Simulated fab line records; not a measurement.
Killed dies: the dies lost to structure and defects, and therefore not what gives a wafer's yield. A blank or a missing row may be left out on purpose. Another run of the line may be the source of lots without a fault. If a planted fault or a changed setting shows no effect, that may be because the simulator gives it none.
Lot-split experiment / flow n5_finfet / 7 lots, 21 wafers read, on a route of 1938 steps

## ABOUT THE SPLIT
At N5_BEOL_M6_COAT_22 (resist thk 30 nm), the setting spin_rpm was moved away from the recipe's 1500 rpm on 9 of the 21 wafers read, by -8.2% to +9.8%. For the rest of the wafers, this setting stayed at what the recipe calls for.

## FROM THE SPLIT TO THE READING: what the file shows between them, 4 steps
- N5_BEOL_M6_EBR_24
- N5_BEOL_M6_SOFTBAKE_23: time 60 s
- N5_BEOL_M6_EXPOSE_25: exposes mask V5, target cd 40 nm
- N5_BEOL_M6_PEB_26: peb time 60 s

## THE READING
CAR-EUV_of_BEOL_M6_COAT_22.thk_nm (the simulator's own value, which no gauge read), in nm, at N5_BEOL_M6_DEVELOP_27 (develop time 30 s). The file gives no usual value for it. The 12 wafers here that ran the recipe average 29.6 nm, standard deviation 0.14 nm.

wafer=L075.1; tool, chamber at the split=litho_track-04, 0; spin_rpm as run, rpm=1500; against the recipe=recipe; CAR-EUV_of_BEOL_M6_COAT_22.thk_nm, nm=29.6; against lot-mates on the recipe=-
wafer=L075.3; tool, chamber at the split=litho_track-04, 0; spin_rpm as run, rpm=1500; against the recipe=recipe; CAR-EUV_of_BEOL_M6_COAT_22.thk_nm, nm=29.6; against lot-mates on the recipe=-
wafer=L075.5; tool, chamber at the split=litho_track-04, 0; spin_rpm as run, rpm=1500; against the recipe=recipe; CAR-EUV_of_BEOL_M6_COAT_22.thk_nm, nm=29.6; against lot-mates on the recipe=-
wafer=L076.1; tool, chamber at the split=litho_track-01, 0; spin_rpm as run, rpm=1500; against the recipe=recipe; CAR-EUV_of_BEOL_M6_COAT_22.thk_nm, nm=29.6; against lot-mates on the recipe=-
wafer=L076.2; tool, chamber at the split=litho_track-01, 0; spin_rpm as run, rpm=1500; against the recipe=recipe; CAR-EUV_of_BEOL_M6_COAT_22.thk_nm, nm=29.8; against lot-mates on the recipe=-
wafer=L076.4; tool, chamber at the split=litho_track-01, 0; spin_rpm as run, rpm=1500; against the recipe=recipe; CAR-EUV_of_BEOL_M6_COAT_22.thk_nm, nm=29.8; against lot-mates on the recipe=-
wafer=L079.1; tool, chamber at the split=litho_track-04, 0; spin_rpm as run, rpm=1377; against the recipe=-8.2%; CAR-EUV_of_BEOL_M6_COAT_22.thk_nm, nm=30.8; against lot-mates on the recipe=+1.4
wafer=L079.2; tool, chamber at the split=litho_track-04, 0; spin_rpm as run, rpm=1377; against the recipe=-8.2%; CAR-EUV_of_BEOL_M6_COAT_22.thk_nm, nm=30.8; against lot-mates on the recipe=+1.4
wafer=L079.4; tool, chamber at the split=litho_track-04, 0; spin_rpm as run, rpm=1500; against the recipe=recipe; CAR-EUV_of_BEOL_M6_COAT_22.thk_nm, nm=29.4; against lot-mates on the recipe=-
wafer=L084.4; tool, chamber at the split=litho_track-01, 0; spin_rpm as run, rpm=1617; against the recipe=+7.8%; CAR-EUV_of_BEOL_M6_COAT_22.thk_nm, nm=28.6; against lot-mates on the recipe=no lot-mate on the recipe
wafer=L084.5; tool, chamber at the split=litho_track-01, 0; spin_rpm as run, rpm=1617; against the recipe=+7.8%; CAR-EUV_of_BEOL_M6_COAT_22.thk_nm, nm=28.6; against lot-mates on the recipe=no lot-mate on the recipe
wafer=L084.6; tool, chamber at the split=litho_track-01, 0; spin_rpm as run, rpm=1617; against the recipe=+7.8%; CAR-EUV_of_BEOL_M6_COAT_22.thk_nm, nm=28.6; against lot-mates on the recipe=no lot-mate on the recipe
wafer=L088.1; tool, chamber at the split=litho_track-01, 0; spin_rpm as run, rpm=1500; against the recipe=recipe; CAR-EUV_of_BEOL_M6_COAT_22.thk_nm, nm=29.6; against lot-mates on the recipe=-
wafer=L088.2; tool, chamber at the split=litho_track-01, 0; spin_rpm as run, rpm=1417; against the recipe=-5.5%; CAR-EUV_of_BEOL_M6_COAT_22.thk_nm, nm=30.4; against lot-mates on the recipe=+0.8
wafer=L088.4; tool, chamber at the split=litho_track-01, 0; spin_rpm as run, rpm=1417; against the recipe=-5.5%; CAR-EUV_of_BEOL_M6_COAT_22.thk_nm, nm=30.4; against lot-mates on the recipe=+0.8
wafer=L094.1; tool, chamber at the split=litho_track-04, 0; spin_rpm as run, rpm=1500; against the recipe=recipe; CAR-EUV_of_BEOL_M6_COAT_22.thk_nm, nm=29.4; against lot-mates on the recipe=-
wafer=L094.5; tool, chamber at the split=litho_track-04, 0; spin_rpm as run, rpm=1500; against the recipe=recipe; CAR-EUV_of_BEOL_M6_COAT_22.thk_nm, nm=29.4; against lot-mates on the recipe=-
wafer=L094.6; tool, chamber at the split=litho_track-04, 0; spin_rpm as run, rpm=1500; against the recipe=recipe; CAR-EUV_of_BEOL_M6_COAT_22.thk_nm, nm=29.4; against lot-mates on the recipe=-
wafer=L096.1; tool, chamber at the split=litho_track-01, 0; spin_rpm as run, rpm=1500; against the recipe=recipe; CAR-EUV_of_BEOL_M6_COAT_22.thk_nm, nm=29.6; against lot-mates on the recipe=-
wafer=L096.4; tool, chamber at the split=litho_track-01, 0; spin_rpm as run, rpm=1647; against the recipe=+9.8%; CAR-EUV_of_BEOL_M6_COAT_22.thk_nm, nm=28.2; against lot-mates on the recipe=-1.4
wafer=L096.6; tool, chamber at the split=litho_track-01, 0; spin_rpm as run, rpm=1647; against the recipe=+9.8%; CAR-EUV_of_BEOL_M6_COAT_22.thk_nm, nm=28.2; against lot-mates on the recipe=-1.4

FIT RESULTS
A straight line over all 21 wafers: CAR-EUV_of_BEOL_M6_COAT_22.thk_nm changes by -0.139 nm for each +1% of spin_rpm; r = -0.99; the points scatter about the line by 0.12 nm.
The same after taking each lot's own level away (the mean of its wafers on the recipe; 18 wafers): -0.152 nm for each +1%; r = -1.00; scatter 0.073 nm.
The reading moves by 1.5 nm for the largest change in spin_rpm, on that fit.
The lots' own levels span 29.40 to 29.73 nm, that is 2.4 times the standard deviation above.
Consequently the slope shifts little with the lot-to-lot level, the two slopes agreeing.
Check: for one of the wafers moved furthest among these (+9.8%), held out of the fit, the line's prediction against its lot-mates is -1.51 nm. Against them it came out at -1.4 nm.

## FURTHER SPLITS ON THESE WAFERS
These wafers also went through other splits before the reading. Each is held against what the fit with the lots' levels taken away leaves over:
other split on the same wafers=N5_BEOL_M3_COAT_22 spin_rpm; wafers away from the commonest value=8; r with CAR-EUV_of_BEOL_M6_COAT_22.thk_nm (lot level and that fit taken away)=+0.29
other split on the same wafers=N5_BEOL_M4_DESCUM_16 time_s; wafers away from the commonest value=7; r with CAR-EUV_of_BEOL_M6_COAT_22.thk_nm (lot level and that fit taken away)=-0.26
other split on the same wafers=N5_BEOL_M4_DESCUM_33 time_s; wafers away from the commonest value=8; r with CAR-EUV_of_BEOL_M6_COAT_22.thk_nm (lot level and that fit taken away)=+0.06
other split on the same wafers=N5_BEOL_M4_ETCH_69 cf4_flow_sccm; wafers away from the commonest value=4; r with CAR-EUV_of_BEOL_M6_COAT_22.thk_nm (lot level and that fit taken away)=-0.26
other split on the same wafers=N5_BEOL_M5_COAT_74 spin_rpm; wafers away from the commonest value=7; r with CAR-EUV_of_BEOL_M6_COAT_22.thk_nm (lot level and that fit taken away)=-0.29
other split on the same wafers=N5_BEOL_M5_EXPOSE_25 dose_mj; wafers away from the commonest value=6; r with CAR-EUV_of_BEOL_M6_COAT_22.thk_nm (lot level and that fit taken away)=-0.14
other split on the same wafers=N5_BEOL_M6_ETCH_62 time_s; wafers away from the commonest value=7; r with CAR-EUV_of_BEOL_M6_COAT_22.thk_nm (lot level and that fit taken away)=-0.01

## THE WHOLE CHAIN: every reading that the file lists as answering this split, in the file's order
step=N5_BEOL_M6_COAT_22; what it does=resist thk 30 nm; reading=CAR-EUV_of_BEOL_M6_COAT_22.thk_nm (the simulator's own value, which no gauge read); change (the file's fit)=-0.139 nm for each +1% of the setting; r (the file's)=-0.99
step=N5_BEOL_M6_DEVELOP_27; what it does=develop time 30 s; reading=CAR-EUV_of_BEOL_M6_COAT_22.thk_nm (the simulator's own value, which no gauge read); change (the file's fit)=-0.153 nm for each +1% of the setting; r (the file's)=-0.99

## FILE'S OWN FIT
CAR-EUV_of_BEOL_M6_COAT_22.thk_nm changes by -0.153 nm for each +1% of spin_rpm, r = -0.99.
